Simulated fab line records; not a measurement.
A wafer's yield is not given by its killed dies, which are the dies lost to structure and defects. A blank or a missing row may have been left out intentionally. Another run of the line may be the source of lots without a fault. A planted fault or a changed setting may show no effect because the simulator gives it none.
fab line records | flow nandHarc
record lots=11 wafers=33 lastDay=33
route steps=1302 shown A_M1@1187 END@1302
lots that met no fault: from a run of the same line without faults
startH: start of the lot's first displayed wafer, in hours after the record's first day | waitH: hours from the lot's prior step to this one | " same as the row above | L1.1+2: several wafers, shown together as one row | - value missing, or start not given | * or withheld: withheld | < > ~ a bound
route shown NAME@n: NAME is a module with steps in the file, n the number in the route of the first one | usual: the fault-free wafers' mean and standard deviation | same: alike in all rows | chamber/n: place in a boat | sites: per-site readings | _std_site: their standard deviation | _edge_site: inner sites' mean taken away from outer sites' mean | radiusMm: for every site, how far away it sits from the centre of the wafer | mask NAME#n: copy n | behind: the most recent tool/chamber to have shaped the wafer | hold: reason for holding the lot/hours on hold/outcome of the hold | device: transistor that didn't switch, given as n, p or np | end of line: the route-end tests of the same wafers | step lacking rows: just its recipe | killed: dies lost to structure and defects at the first sort, not the wafer's yield | map: dies across one wafer; x = killed, . = not, _ = none there
set.NAME: the setting as run; set.NAME@STEP: as run at that earlier step | model.NAME: the simulator's own value behind a step, which no gauge read
one table for each step of the route and one row for each wafer, over a sample of lots
services: the hour from which a tool's chamber was out of use, counted from the record's first day as startH (under 0 if before that day), plus the number of hours and why
## steps
# step NHARC_A_M1_ETCH_28
# recipe targetDepthA=300 overEtchFrac=0.3 timeS=72.99 ionEnergyEv=150 cf4FlowSccm=50 n2FlowSccm=100 arFlowSccm=150 rfW=300 biasW=100 chemistry=CF4/N2
# usual chamberPressureMTorr=30.000/0.027 drypumpMotorCurrentA=5.7/0.5 oesProductAu=1.001/0.0074 rfFwdPowerW=297.6/0.97 rfVppV=313.8/1.7 showerheadPlenumPTorr=2.60/0.089 throttleValvePct=19.792/0.0095
# columns lot.wafer tool chamber startH waitH chamberPressureMTorr drypumpMotorCurrentA oesProductAu rfFwdPowerW rfHoursCounterH rfVppV showerheadPlenumPTorr throttleValvePct
L245.3 rieDiel-07 2 - - 30.022 5.0 0.995 298.0 3.1 313.9 2.62 19.791
L245.1 " 0 " " 30.055 6.4 1.005 298.4 2.3 312.4 2.49 19.800
L245.5 " 2 " " 30.008 5.0 1.007 295.9 - 314.5 2.62 19.790
L246.4 rieDiel-02 0 - - 29.993 6.3 0.996 298.1 3.4 313.6 2.56 19.814
L246.2 " 1 " " 29.978 5.1 0.991 298.8 4.1 316.2 2.79 19.804
L246.1 " 3 " " 29.979 5.8 1.010 296.6 3.3 313.6 2.58 19.789
L247.4 rieDiel-01 3 - - 30.004 6.5 1.009 299.1 10.1 312.6 2.59 19.798
L247.1 " 1 " " 29.963 5.8 1.004 297.3 8.6 313.5 2.70 19.771
L247.5 " 3 " " 29.964 6.5 0.996 296.9 - 313.9 2.59 19.799
L250.1 rieDiel-01 1 - - 29.964 5.8 1.003 299.0 1.2 315.0 2.70 19.813
L250.2 " 0 " " 30.022 5.5 1.003 297.1 1.0 313.8 2.53 19.787
L250.6 " 2 " " 29.954 5.1 1.000 298.8 - 312.9 2.51 19.810
L252.3 rieDiel-07 1 - - 30.055 6.1 0.989 297.1 4.2 313.8 2.56 19.800
L252.4 " 2 " " 30.017 4.9 0.996 296.7 6.7 313.0 2.62 19.797
L252.5 " 0 " " 30.006 6.3 0.999 300.1 - 311.7 2.49 19.797
L249.3 rieDiel-01 0 - - 30.015 5.5 0.990 296.5 1.7 312.5 2.53 19.796
L249.5 " 1 " " 29.993 5.8 1.001 297.5 - 315.0 2.70 19.806
L249.6 " 2 " " 30.011 5.2 1.008 297.0 - 312.1 2.51 19.784
L251.3 rieDiel-07 1 - - 29.957 6.1 0.991 297.9 4.4 311.6 2.56 19.793
L251.5 " 2 " " 30.008 5.0 0.994 298.7 - 314.9 2.62 19.814
L251.6 " 3 " " 30.001 5.8 1.005 298.0 - 316.5 2.74 19.800
L254.1 rieDiel-01 0 - - 30.052 5.5 0.997 296.1 3.8 311.1 2.53 19.796
L254.5 " 2 " " 30.023 5.2 1.017 298.7 - 311.3 2.51 19.796
L254.6 " 3 " " 30.021 6.5 0.993 299.9 - 313.4 2.59 19.788
L262.2 rieDiel-07 0 - - 30.002 6.3 0.990 297.0 3.1 312.7 2.49 19.779
L262.1 " 1 " " 30.015 6.1 0.995 296.1 3.4 311.9 2.56 19.807
L262.4 " 2 " " 29.991 5.0 0.992 297.7 2.7 314.6 2.62 19.793
L264.2 rieDiel-02 3 - - 30.027 5.8 0.994 297.3 3.0 314.1 2.58 19.796
L264.3 " 0 " " 29.952 6.4 1.005 298.5 3.8 313.5 2.56 19.805
L264.5 " 2 " " 30.001 5.3 0.996 297.7 - 313.3 2.59 19.781
L267.1 rieDiel-01 0 - - 30.008 5.4 0.990 296.2 0.3 311.3 2.52 19.791
L267.2 " 2 " " 30.002 5.2 1.000 298.3 0.3 312.1 2.50 19.798
L267.5 " 0 " " 30.007 5.5 0.993 296.1 - 313.4 2.52 19.791
# step NHARC_A_M1_ECD_22
# recipe targetThkA=4000 bathTempC=25 material=Cu
# usual bathTempC=25.01/0.11
# columns lot.wafer tool chamber startH waitH bathTempC
L245.1 ecdCu-01 1 530.58 - 24.96
L245.3 " 1 " " 25.07
L245.5 " 1 " " 25.17
L246.1 ecdCu-01 0 540.36 - 24.83
L246.2 " 1 " " 24.91
L246.4 " 1 " " 24.86
L247.1 ecdCu-02 0 556.88 - 25.08
L247.4 " 0 " " 24.90
L247.5 " 0 " " 25.01
L250.2 ecdCu-01 1 582.42 - 24.94
L250.1 " 0 " " 24.97
L250.6 " 0 " " 24.91
L252.3 ecdCu-01 1 587.84 - 25.02
L252.4 " 0 " " 25.23
L252.5 " 0 " " 25.09
L249.3 ecdCu-01 0 590.54 - 24.96
L249.6 " 0 " " 25.18
L249.5 " 1 " " 25.01
L251.3 ecdCu-01 1 596.29 - 24.97
L251.6 " 0 " " 25.09
L251.5 " 1 " " 24.94
L254.1 ecdCu-02 0 615.60 - 25.13
L254.6 " 0 " " 25.06
L254.5 " 1 " " 25.18
L262.2 ecdCu-01 0 701.10 - 24.98
L262.1 " 1 " " 25.19
L262.4 " 1 " " 25.19
L264.2 ecdCu-01 0 715.14 - 25.13
L264.3 " 0 " " 25.00
L264.5 " 0 " " 24.93
L267.1 ecdCu-02 1 751.76 - 24.93
L267.2 " 0 " " 25.16
L267.5 " 0 " " 25.00
# step NHARC_A_M1_CMP_23
# recipe tOverpolishS=20 targetThkNm=154.34
# usual motorCurrentA=12.0/1.3 timeToEndpointS=28.1/2.3
# columns lot.wafer tool chamber startH waitH motorCurrentA timeToEndpointS
L245.1 cmp-02 3 531.30 - 14.3 31.4
L245.3 " 0 " " 11.3 29.0
L245.5 " 0 " " 11.1 28.9
L246.4 cmp-04 2 541.13 - 11.5 25.9
L246.1 " 3 " " 11.0 28.7
L246.2 " 0 " " 13.1 24.5
L247.1 cmp-02 3 557.63 - 13.8 31.8
L247.4 " 0 " " 11.7 30.3
L247.5 " 2 " " 11.0 31.1
L250.1 cmp-04 2 583.15 - 11.6 28.8
L250.2 " 0 " " 12.8 28.5
L250.6 " 3 " " 10.9 27.4
L252.4 cmp-02 1 588.46 - 11.8 30.6
L252.3 " 0 " " 11.1 28.5
L252.5 " 1 " " 11.8 32.1
L249.3 cmp-01 2 591.17 - 14.1 30.0
L249.5 " 2 " " 15.2 29.5
L249.6 " 3 " " 15.5 28.1
L251.3 cmp-04 2 596.86 - 12.0 26.0
L251.5 " 2 " " 11.5 23.6
L251.6 " 3 " " 10.8 29.9
L254.1 cmp-04 3 616.40 - 10.5 31.9
L254.5 " 0 " " 12.2 29.1
L254.6 " 1 " " 12.1 28.5
L262.4 cmp-01 0 701.82 - 10.3 37.6
L262.1 " 2 " " 14.5 26.2
L262.2 " 3 " " 14.4 26.5
L264.3 cmp-02 0 715.85 - 11.5 27.5
L264.2 " 1 " " 11.8 28.5
L264.5 " 3 " " 13.8 42.4
L267.1 cmp-02 0 752.52 - 11.3 29.1
L267.2 " 2 " " 10.4 26.5
L267.5 " 0 " " 11.9 30.0
# step NHARC_A_M1_INSPECT_27
# usual rawDefectCount=505/120
# columns lot.wafer tool chamber startH waitH rawDefectCount
L245.1 defectInspect-02 - 531.77 0.0 593
L245.3 " - " " 499
L245.5 " - " " 435
L246.1 defectInspect-01 - 541.57 0.0 435
L246.2 " - " " 455
L246.4 " - " " 409
L247.1 defectInspect-02 - 558.07 0.0 708
L247.4 " - " " 538
L247.5 " - " " 429
L250.1 defectInspect-01 - 583.62 0.0 472
L250.2 " - " " 447
L250.6 " - " " 674
L252.3 defectInspect-02 - 588.93 0.0 602
L252.4 " - " " 544
L252.5 " - " " 587
L249.3 defectInspect-02 - 591.64 0.0 383
L249.5 " - " " 476
L249.6 " - " " 496
L251.3 defectInspect-02 - 597.34 0.0 428
L251.5 " - " " 552
L251.6 " - " " 485
L254.1 defectInspect-02 - 616.79 0.0 414
L254.5 " - " " 508
L254.6 " - " " 454
L262.1 defectInspect-01 - 702.30 0.1 733
L262.2 " - " " 533
L262.4 " - " " 535
L264.2 defectInspect-02 - 716.29 0.0 497
L264.3 " - " " 430
L264.5 " - " " 435
L267.1 defectInspect-01 - 752.96 0.0 491
L267.2 " - " " 408
L267.5 " - " " 476
# step NHARC_A_M1_PRE_CLEAN_32
# recipe timeS=12 tempC=370 rfPowerW=300 gas=NH3
# usual heaterPowerW=652/96 rfFwdPowerW=292.8/0.86
# columns lot.wafer tool chamber startH waitH heaterPowerW rfFwdPowerW
L245.3 pecvd-04 2 531.85 0.1 501 293.4
L245.1 " 0 " " 703 292.2
L245.5 " 0 " " 694 293.3
L246.1 pecvd-04 1 541.87 0.3 846 293.9
L246.2 " 2 " " 522 293.6
L246.4 " 2 " " 517 292.1
L247.1 pecvd-01 2 558.15 0.1 697 293.5
L247.5 " 2 " " 694 293.3
L247.4 " 0 " " 583 292.2
L250.2 pecvd-02 0 583.69 0.1 584 292.2
L250.1 " 1 " " 554 292.4
L250.6 " 2 " " 605 292.1
L252.3 pecvd-01 2 589.00 0.1 655 291.9
L252.5 " 2 " " 661 292.1
L252.4 " 0 " " 505 293.4
L249.3 pecvd-01 2 591.85 0.2 636 292.2
L249.6 " 1 " " 695 293.1
L249.5 " 2 " " 640 293.0
L251.3 pecvd-04 1 597.40 0.1 828 292.7
L251.5 " 1 " " 823 292.4
L251.6 " 2 " " 599 293.6
L254.1 pecvd-01 2 616.97 0.2 702 292.7
L254.6 " 2 " " 723 292.8
L254.5 " 1 " " 633 293.3
L262.2 pecvd-04 1 702.37 0.1 887 292.5
L262.1 " 2 " " 579 290.4
L262.4 " 2 " " 568 292.2
L264.3 pecvd-02 0 716.37 0.1 677 293.1
L264.2 " 1 " " 571 293.2
L264.5 " 1 " " 574 292.0
L267.2 pecvd-01 1 753.03 0.1 715 290.3
L267.1 " 2 " " 690 293.3
L267.5 " 0 " " 578 291.7
# step NHARC_END_SORT_01
# recipe tempC=25
# usual defectLimitedYield=91/3.4 killedAtArray=54/23 killedAtOther=1.2/1.5 killedAtPeriphery=3.9/2.5 killedDies=59/23 killedOpen=3.2/1.7 killedShort=2.4/1.6 sort_bin_2_pct=3.0/1.4 sort_bin_3_pct=0.7/0.45 sort_bin_4_pct=5.0/1.9 sortNPass=618/23 sortRimYieldPct=92/3.8 sortYieldPct=91/3.4
# same grossDies=677 sort_bin_5_pct[%]=0 sort_bin_6_pct[%]=0 sort_bin_7_pct[%]=0 sort_bin_8_pct[%]=0 sortRimNGross=106.00
# columns lot.wafer tool chamber startH waitH defectLimitedYield[%] killedAtArray killedAtOther killedAtPeriphery killedDies killedOpen killedShort sort_bin_2_pct[%] sort_bin_3_pct[%] sort_bin_4_pct[%] sortNPass sortRimYieldPct[%] sortYieldPct[%]
L245.1 prober-01 0 565.62 2.5 87 84 0 5 89 3 1 5.5 1.0 6.6 588 96 87
L245.3 prober-01 0 567.22 3.1 87 78 2 7 87 4 1 4.0 1.3 7.5 590 98 87
L245.5 prober-01 0 568.82 3.7 87 84 0 3 87 2 2 5.6 0.4 6.8 590 94 87
L246.1 prober-02 0 573.94 2.5 91 57 1 6 64 4 1 2.8 0.7 5.9 613 92 91
L246.2 prober-02 0 574.74 2.8 90 65 0 5 70 1 2 3.1 0.9 6.4 607 93 90
L246.4 prober-02 0 576.35 3.4 89 69 1 7 77 3 1 4.9 0.1 6.4 600 91 89
L247.1 prober-02 0 588.00 2.5 95 23 1 11 35 4 6 1.9 0.1 3.1 642 96 95
L247.4 prober-02 0 590.40 3.4 94 30 1 11 42 7 3 1.6 0.3 4.3 635 92 94
L247.5 prober-02 0 591.20 3.7 97 22 0 1 23 3 2 1.2 0.1 2.1 654 96 97
L250.1 prober-01 0 615.34 2.5 96 25 0 0 25 3 2 0.7 0 3.0 652 95 96
L250.2 prober-01 0 616.13 2.8 97 19 0 3 22 6 3 1.6 0.1 1.5 655 98 97
L250.6 prober-01 0 619.30 4.0 95 27 1 4 32 3 4 0.9 0.3 3.5 645 95 95
L252.3 prober-02 0 624.70 3.1 86 85 5 4 94 3 2 4.1 1.3 8.4 583 94 86
L252.4 prober-02 0 625.50 3.4 87 85 2 3 90 4 2 5.6 1.3 6.4 587 88 87
L252.5 prober-02 0 626.30 3.7 86 90 5 0 95 2 1 4.3 0.9 8.9 582 88 86
L249.3 prober-01 0 624.70 3.1 91 55 2 1 58 3 5 4.6 0.7 3.2 619 98 91
L249.5 prober-01 0 626.31 3.7 91 58 3 3 64 3 0 3.7 0.9 4.9 613 96 91
L249.6 prober-01 0 627.11 4.0 90 67 0 2 69 2 2 3.2 0.9 6.1 608 96 90
L251.3 prober-02 0 632.51 3.1 96 25 2 2 29 3 1 1.2 0.1 3.0 648 92 96
L251.5 prober-02 0 634.11 3.7 96 19 5 3 27 2 0 0.7 0 3.2 650 95 96
L251.6 prober-02 0 634.91 4.0 96 24 1 1 26 3 2 1.2 0.1 2.5 651 94 96
L254.1 prober-02 0 649.46 2.5 88 78 0 6 84 4 2 4.7 1.0 6.6 593 91 88
L254.5 prober-02 0 652.69 3.7 89 70 0 4 74 4 6 3.7 0.4 6.8 603 87 89
L254.6 prober-02 0 653.50 4.0 87 83 1 4 88 4 2 4.0 1.9 7.1 589 88 87
L262.1 prober-01 0 742.18 2.5 90 64 0 5 69 4 2 3.5 0.7 5.9 608 89 90
L262.2 prober-01 0 742.98 2.8 93 45 0 0 45 2 1 2.5 0.4 3.7 632 87 93
L262.4 prober-01 0 744.58 3.4 94 33 0 5 38 2 1 2.8 0.1 2.7 639 91 94
L264.2 prober-01 0 750.73 2.8 91 54 0 7 61 5 3 2.5 0.7 5.8 616 88 91
L264.3 prober-01 0 751.54 3.1 92 53 2 1 56 4 3 3.8 0.3 4.1 621 91 92
L264.5 prober-01 0 753.15 3.7 92 48 4 1 53 1 1 3.0 0.3 4.6 624 89 92
L267.1 prober-01 0 786.14 2.5 90 66 0 2 68 4 3 3.5 1.0 5.5 609 82 90
L267.2 prober-01 0 786.92 2.8 89 77 0 0 77 2 4 4.3 1.6 5.5 600 82 89
L267.5 prober-01 0 789.28 3.6 90 61 0 5 66 3 1 3.8 0.9 5.0 611 87 90
# killed by level:class
L245.1 A_CHANNEL_HOLE_D2:chamberFilmFlake=39 A_CHANNEL_HOLE_D1:chamberFilmFlake=25 A_WL_FILL:chamberFilmFlake=5 A_STAIRCASE:chamberFilmFlake=4 A_CONTACT:chamberFilmFlake=4 P_GATE:chamberFilmFlake=3 A_CONTACT:geometricParticle:open=2 P_ZERO_WELL:chamberFilmFlake=2
L245.3 A_CHANNEL_HOLE_D1:chamberFilmFlake=36 A_CHANNEL_HOLE_D2:chamberFilmFlake=28 P_M0:chamberFilmFlake=7 A_CONTACT:chamberFilmFlake=5 STARTING-WAFER:geometricParticle:open=2 A_SGD_CUT:chamberFilmFlake=2 A_ONON_D1:geometricParticle:open=1 A_WL_FILL:geometricParticle:short=1
L245.5 A_CHANNEL_HOLE_D2:chamberFilmFlake=34 A_CHANNEL_HOLE_D1:chamberFilmFlake=31 A_CONTACT:chamberFilmFlake=5 A_STAIRCASE:chamberFilmFlake=3 A_WL_FILL:chamberFilmFlake=3 A_M0:geometricParticle:short=2 A_SGD_CUT:chamberFilmFlake=2 A_ONON_D2:geometricParticle:open=1
L246.1 A_CHANNEL_HOLE_D2:chamberFilmFlake=30 A_SLIT:chamberFilmFlake=15 P_M1:chamberFilmFlake=4 A_CHANNEL_FILL_D1:geometricParticle:open=2 A_CONTACT:geometricParticle:open=2 P_ZERO_WELL:chamberFilmFlake=2 A_CONTACT:chamberFilmFlake=2 A_M0:chamberFilmFlake=2
L246.2 A_CHANNEL_HOLE_D2:chamberFilmFlake=42 A_SLIT:chamberFilmFlake=19 A_CONTACT:chamberFilmFlake=3 P_M1:chamberFilmFlake=2 P_GATE:geometricParticle:open=1 P_BONDPAD:geometricParticle:short=1 A_CHANNEL_HOLE_D2:geometricParticle:short=1 P_STI:chamberFilmFlake=1
L246.4 A_CHANNEL_HOLE_D2:chamberFilmFlake=36 A_SLIT:chamberFilmFlake=23 P_M1:chamberFilmFlake=4 A_CONTACT:chamberFilmFlake=3 A_WL_FILL:chamberFilmFlake=2 P_M2:geometricParticle:open=1 A_WL_FILL:geometricParticle:short=1 A_WL_FILL:geometricParticle:open=1
L247.1 P_GATE:chamberFilmFlake=7 A_CONTACT:chamberFilmFlake=7 A_CHANNEL_HOLE_D2:chamberFilmFlake=4 P_M0:geometricParticle:short=2 P_M2:geometricParticle:short=2 A_CHANNEL_FILL_D1:geometricParticle:short=2 A_CHANNEL_HOLE_D1:chamberFilmFlake=2 A_SGD_CUT:chamberFilmFlake=2
L247.4 A_CONTACT:chamberFilmFlake=9 A_CHANNEL_HOLE_D2:chamberFilmFlake=8 P_GATE:chamberFilmFlake=6 A_M0:geometricParticle:open=3 A_STAIRCASE:chamberFilmFlake=3 P_STI:geometricParticle:open=1 P_CONTACT:geometricParticle:open=1 P_CONTACT:geometricParticle:short=1
L247.5 A_CHANNEL_HOLE_D2:chamberFilmFlake=5 A_CONTACT:chamberFilmFlake=5 A_CHANNEL_HOLE_D1:chamberFilmFlake=4 A_CHANNEL_HOLE_D2:geometricParticle:open=2 A_SGD_CUT:chamberFilmFlake=2 A_WL_FILL:geometricParticle:short=1 A_M0:geometricParticle:short=1 A_M1:geometricParticle:open=1
L250.1 A_CHANNEL_HOLE_D1:chamberFilmFlake=6 A_CHANNEL_HOLE_D2:chamberFilmFlake=6 A_ONON_D2:geometricParticle:short=2 A_CONTACT:geometricParticle:open=2 A_CHANNEL_FILL_D1:chamberFilmFlake=2 A_WL_FILL:chamberFilmFlake=2 A_M1:chamberFilmFlake=2 A_ONON_D1:geometricParticle:open=1
L250.2 A_CHANNEL_HOLE_D2:chamberFilmFlake=5 A_ZERO_WELL:chamberFilmFlake=2 A_CHANNEL_HOLE_D1:chamberFilmFlake=2 P_GATE:geometricParticle:open=1 P_M2:geometricParticle:open=1 A_CHANNEL_HOLE_D1:geometricParticle:short=1 A_CHANNEL_HOLE_D1:geometricParticle:open=1 A_CHANNEL_FILL_D1:geometricParticle:short=1
L250.6 A_CHANNEL_HOLE_D2:chamberFilmFlake=8 A_WL_FILL:chamberFilmFlake=4 A_M1:chamberFilmFlake=4 P_CONTACT:geometricParticle:open=2 P_GATE:chamberFilmFlake=2 A_SLIT:chamberFilmFlake=2 A_CONTACT:chamberFilmFlake=2 A_CHANNEL_HOLE_D1:geometricParticle:open=1
L252.3 A_SLIT:chamberFilmFlake=28 A_CHANNEL_HOLE_D2:chamberFilmFlake=27 A_CHANNEL_HOLE_D1:chamberFilmFlake=18 THIN_TSV:chamberFilmFlake=5 A_CONTACT:chamberFilmFlake=4 P_GATE:chamberFilmFlake=3 A_CHANNEL_FILL_D2:geometricParticle:open=2 A_CHANNEL_FILL_D1:chamberFilmFlake=2
L249.3 A_CHANNEL_HOLE_D2:chamberFilmFlake=22 A_CHANNEL_HOLE_D1:chamberFilmFlake=20 A_BONDPAD:chamberFilmFlake=3 A_WL_FILL:geometricParticle:short=2 A_CHANNEL_FILL_D1:geometricParticle:open=1 A_CHANNEL_FILL_D1:geometricParticle:short=1 A_DECK1_JOINT:geometricParticle:short=1 A_CHANNEL_HOLE_D2:geometricParticle:open=1
L252.4 A_CHANNEL_HOLE_D2:chamberFilmFlake=33 A_CHANNEL_HOLE_D1:chamberFilmFlake=24 A_SLIT:chamberFilmFlake=19 A_CONTACT:chamberFilmFlake=3 P_ZERO_WELL:chamberFilmFlake=2 THIN_TSV:chamberFilmFlake=2 P_M1:geometricParticle:open=1 A_CHANNEL_HOLE_D1:geometricParticle:short=1
L252.5 A_CHANNEL_HOLE_D1:chamberFilmFlake=29 A_CHANNEL_HOLE_D2:chamberFilmFlake=29 A_SLIT:chamberFilmFlake=20 THIN_TSV:chamberFilmFlake=5 A_ZERO_WELL:chamberFilmFlake=2 A_CHANNEL_FILL_D1:chamberFilmFlake=2 A_CONTACT:chamberFilmFlake=2 A_CHANNEL_FILL_D1:geometricParticle:short=1
L249.5 A_CHANNEL_HOLE_D1:chamberFilmFlake=28 A_CHANNEL_HOLE_D2:chamberFilmFlake=17 A_BONDPAD:chamberFilmFlake=4 THIN_TSV:chamberFilmFlake=3 P_GATE:chamberFilmFlake=2 A_SLIT:chamberFilmFlake=2 A_CONTACT:chamberFilmFlake=2 A_DECK1_JOINT:geometricParticle:open=1
L249.6 A_CHANNEL_HOLE_D2:chamberFilmFlake=27 A_CHANNEL_HOLE_D1:chamberFilmFlake=27 A_CONTACT:chamberFilmFlake=3 A_BONDPAD:chamberFilmFlake=3 A_SLIT:chamberFilmFlake=2 P_M0:geometricParticle:open=1 A_ONON_D1:geometricParticle:short=1 A_CONTACT:geometricParticle:short=1
L251.3 A_CHANNEL_HOLE_D2:chamberFilmFlake=9 A_CONTACT:chamberFilmFlake=5 A_SLIT:chamberFilmFlake=2 A_WL_FILL:chamberFilmFlake=2 A_BONDPAD:chamberFilmFlake=2 THIN_TSV:chamberFilmFlake=2 P_CONTACT:geometricParticle:open=1 A_CHANNEL_FILL_D1:geometricParticle:short=1
L251.5 A_CHANNEL_HOLE_D2:chamberFilmFlake=8 THIN_TSV:chamberFilmFlake=5 A_CONTACT:chamberFilmFlake=3 P_ZERO_WELL:chamberFilmFlake=2 A_CHANNEL_FILL_D1:geometricParticle:open=1 A_M0:geometricParticle:open=1 P_STI:chamberFilmFlake=1 A_CHANNEL_HOLE_D1:chamberFilmFlake=1
L251.6 A_CHANNEL_HOLE_D2:chamberFilmFlake=9 A_CHANNEL_HOLE_D1:chamberFilmFlake=6 A_DECK1_JOINT:chamberFilmFlake=2 A_CONTACT:chamberFilmFlake=2 P_M2:geometricParticle:open=1 A_DECK1_JOINT:geometricParticle:open=1 A_STAIRCASE:geometricParticle:short=1 A_WL_FILL:geometricParticle:short=1
L254.1 A_CHANNEL_HOLE_D1:chamberFilmFlake=28 A_SLIT:chamberFilmFlake=19 A_CHANNEL_HOLE_D2:chamberFilmFlake=13 P_ZERO_WELL:chamberFilmFlake=4 A_STAIRCASE:chamberFilmFlake=4 A_CONTACT:chamberFilmFlake=4 A_DECK1_JOINT:chamberFilmFlake=2 A_CHANNEL_FILL_D2:chamberFilmFlake=2
L254.5 A_CHANNEL_HOLE_D1:chamberFilmFlake=29 A_SLIT:chamberFilmFlake=20 A_CHANNEL_HOLE_D2:chamberFilmFlake=6 A_CONTACT:chamberFilmFlake=4 A_STAIRCASE:chamberFilmFlake=2 P_GATE:geometricParticle:short=1 P_M0:geometricParticle:open=1 P_M0:geometricParticle:short=1
L254.6 A_CHANNEL_HOLE_D1:chamberFilmFlake=32 A_SLIT:chamberFilmFlake=22 A_CHANNEL_HOLE_D2:chamberFilmFlake=17 P_STI:chamberFilmFlake=2 A_CHANNEL_FILL_D2:chamberFilmFlake=2 A_STAIRCASE:chamberFilmFlake=2 A_WL_FILL:chamberFilmFlake=2 A_M0:chamberFilmFlake=2
L262.1 A_SLIT:chamberFilmFlake=25 A_CHANNEL_HOLE_D2:chamberFilmFlake=15 A_CHANNEL_HOLE_D1:chamberFilmFlake=11 A_CONTACT:chamberFilmFlake=4 A_M0:geometricParticle:open=2 P_M0:chamberFilmFlake=2 A_DECK1_JOINT:chamberFilmFlake=2 A_STAIRCASE:chamberFilmFlake=2
L262.2 A_CHANNEL_HOLE_D2:chamberFilmFlake=13 A_SLIT:chamberFilmFlake=13 A_CHANNEL_HOLE_D1:chamberFilmFlake=10 A_CONTACT:chamberFilmFlake=3 A_CHANNEL_HOLE_D1:geometricParticle:short=1 A_CHANNEL_FILL_D1:geometricParticle:open=1 A_BLC:geometricParticle:open=1 A_DECK1_JOINT:chamberFilmFlake=1
L262.4 A_SLIT:chamberFilmFlake=17 A_CHANNEL_HOLE_D2:chamberFilmFlake=9 A_DECK1_JOINT:chamberFilmFlake=4 P_M0:chamberFilmFlake=3 P_GATE:geometricParticle:open=1 P_M0:geometricParticle:open=1 A_WL_FILL:geometricParticle:short=1 A_STAIRCASE:chamberFilmFlake=1
L264.2 A_SLIT:chamberFilmFlake=28 A_CHANNEL_HOLE_D1:chamberFilmFlake=11 A_CONTACT:chamberFilmFlake=9 P_CONTACT:geometricParticle:short=2 P_STI:chamberFilmFlake=2 A_CHANNEL_HOLE_D2:chamberFilmFlake=2 P_GATE:geometricParticle:short=1 P_CONTACT:geometricParticle:open=1
L264.3 A_SLIT:chamberFilmFlake=28 A_CONTACT:chamberFilmFlake=9 A_CHANNEL_HOLE_D1:chamberFilmFlake=7 A_SGD_CUT:geometricParticle:short=2 THIN_TSV:chamberFilmFlake=2 A_SOURCE_PLATE:geometricParticle:open=1 A_ONON_D1:geometricParticle:open=1 A_CHANNEL_FILL_D2:geometricParticle:open=1
L264.5 A_SLIT:chamberFilmFlake=24 A_CHANNEL_HOLE_D1:chamberFilmFlake=11 A_CONTACT:chamberFilmFlake=7 THIN_TSV:chamberFilmFlake=4 A_DECK1_JOINT:chamberFilmFlake=2 A_CHANNEL_HOLE_D2:chamberFilmFlake=2 A_CHANNEL_FILL_D2:geometricParticle:short=1 A_M1:geometricParticle:open=1
L267.1 A_SLIT:chamberFilmFlake=29 A_CHANNEL_HOLE_D2:chamberFilmFlake=18 A_CHANNEL_HOLE_D1:chamberFilmFlake=6 A_CONTACT:chamberFilmFlake=4 A_CHANNEL_FILL_D1:chamberFilmFlake=2 P_GATE:geometricParticle:open=1 A_ONON_D1:geometricParticle:open=1 A_ONON_D1:geometricParticle:short=1
L267.2 A_CHANNEL_HOLE_D2:chamberFilmFlake=31 A_SLIT:chamberFilmFlake=21 A_CHANNEL_HOLE_D1:chamberFilmFlake=10 A_CONTACT:chamberFilmFlake=5 A_STAIRCASE:chamberFilmFlake=2 A_SOURCE_PLATE:geometricParticle:short=1 A_ONON_D1:geometricParticle:short=1 A_DECK1_JOINT:geometricParticle:short=1
L267.5 A_SLIT:chamberFilmFlake=22 A_CHANNEL_HOLE_D2:chamberFilmFlake=20 A_CHANNEL_HOLE_D1:chamberFilmFlake=12 A_CONTACT:chamberFilmFlake=4 P_GATE:chamberFilmFlake=2 P_M0:geometricParticle:short=1 P_M1:geometricParticle:open=1 A_CHANNEL_FILL_D1:geometricParticle:open=1
## services
# columns tool chamber startH hours kind
rieDiel-01 2 510.22 2.7 repair
ecdCu-01 - 512.00 8.0 pm
cmp-02 - 526.50 4.0 pm
pecvd-01 - 542.55 2.7 repair
rieDiel-01 - 557.80 9.0 pm
rieDiel-07 1 564.32 15.5 repair
cmp-04 - 590.75 2.5 repair
cmp-04 - 601.00 4.0 pm
rieDiel-07 1 614.71 5.5 repair
cmp-02 - 617.47 0.8 repair
rieDiel-01 3 624.05 5.0 repair
cmp-02 - 624.51 4.0 pm
rieDiel-01 1 625.60 4.1 repair
pecvd-04 - 635.73 13.0 pm
cmp-04 - 641.33 1.7 repair
rieDiel-07 - 648.20 9.0 pm
rieDiel-01 0 652.84 15.8 repair
cmp-02 - 653.37 2.1 repair
pecvd-01 - 673.18 13.0 pm
ecdCu-01 - 688.00 8.0 pm
cmp-02 - 722.51 4.0 pm
pecvd-01 0 724.23 5.2 repair
rieDiel-01 - 734.80 9.0 pm
rieDiel-01 - 745.47 1.7 repair
## key
firstSign step=NHARC_A_M1_CMP_23 reading=timeToEndpointS direction=up sigmas=5.1 usual=* struck=*
effect none on later readings
metAt NHARC_A_M1_ECD_22
struckLots L262,L264
struckWafers L262.4,L264.5
notActingAt NHARC_A_M1_ETCH_28,NHARC_A_M1_INSPECT_27,NHARC_A_M1_PRE_CLEAN_32
onsetBetween 596.29 701.10
fault kind=processParameterDrift tool=ecdCu-01 chamber=- onsetH=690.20 steps=NHARC_A_M1_ECD_22 channel=targetThkA offset=* shape=step endH=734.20 scope=struckWafersOnly actsIn=* stated=*
